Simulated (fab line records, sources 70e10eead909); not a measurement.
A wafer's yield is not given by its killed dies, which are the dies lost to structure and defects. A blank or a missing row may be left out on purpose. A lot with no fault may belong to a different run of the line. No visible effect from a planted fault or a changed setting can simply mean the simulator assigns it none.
Chamber matching -- flow nandHarc -- NHARC_A_STAIRCASE_DEP_156 on pecvd-01 has 3 sister chambers
The step deposits SiNx, target thk 50 nm. 3 wafers are shown with their chamber, then 11 later ones without.

EACH WAFER AND ITS CHAMBER
wafer,chamber,heaterPowerW (W)
L084.4,2,736
L085.6,0,761
L091.2,1,725

WAFERS WHOSE CHAMBER IS MISSING
wafer,heaterPowerW (W)
L091.4,677
L091.6,718
L092.2,669
L092.3,726
L092.5,676
L094.2,680
L094.5,667
L094.6,773
L097.3,660
L097.5,666
L097.6,816

WHICH CHAMBER EACH WENT THROUGH
wafer,from the rows above,in truth
L091.4,can't be placed: 1 or 2 or 0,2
L091.6,can't be placed: 1 or 2 or 0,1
L092.2,can't be placed: 1 or 2 or 0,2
L092.3,can't be placed: 1 or 2 or 0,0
L092.5,can't be placed: 1 or 2 or 0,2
L094.2,can't be placed: 1 or 2 or 0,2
L094.5,can't be placed: 1 or 2 or 0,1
L094.6,can't be placed: 0 or 2 or 1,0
L097.3,can't be placed: 1 or 2 or 0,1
L097.5,can't be placed: 1 or 2 or 0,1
L097.6,can't be placed: 0 or 2 or 1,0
Correct placement for 0 of the 11. From these rows, 11 cannot be placed; in 11 the true chamber is one of the candidates. 0 placed wrongly.
How it was worked out, from the rows above alone: a wafer's distance from a chamber is the root of the sum, over the readings, of the square of ((its reading less the chamber's mean) divided by the reading's scatter). If the next closest chamber is less than 2 further off than the closest, the wafer can't be placed; otherwise it belongs to the closest. A chamber's mean is the mean of its shown wafers. The scatter (one wafer shown for each chamber): square how far every hidden wafer sits from the nearest shown wafer, average those squares and take the square root.
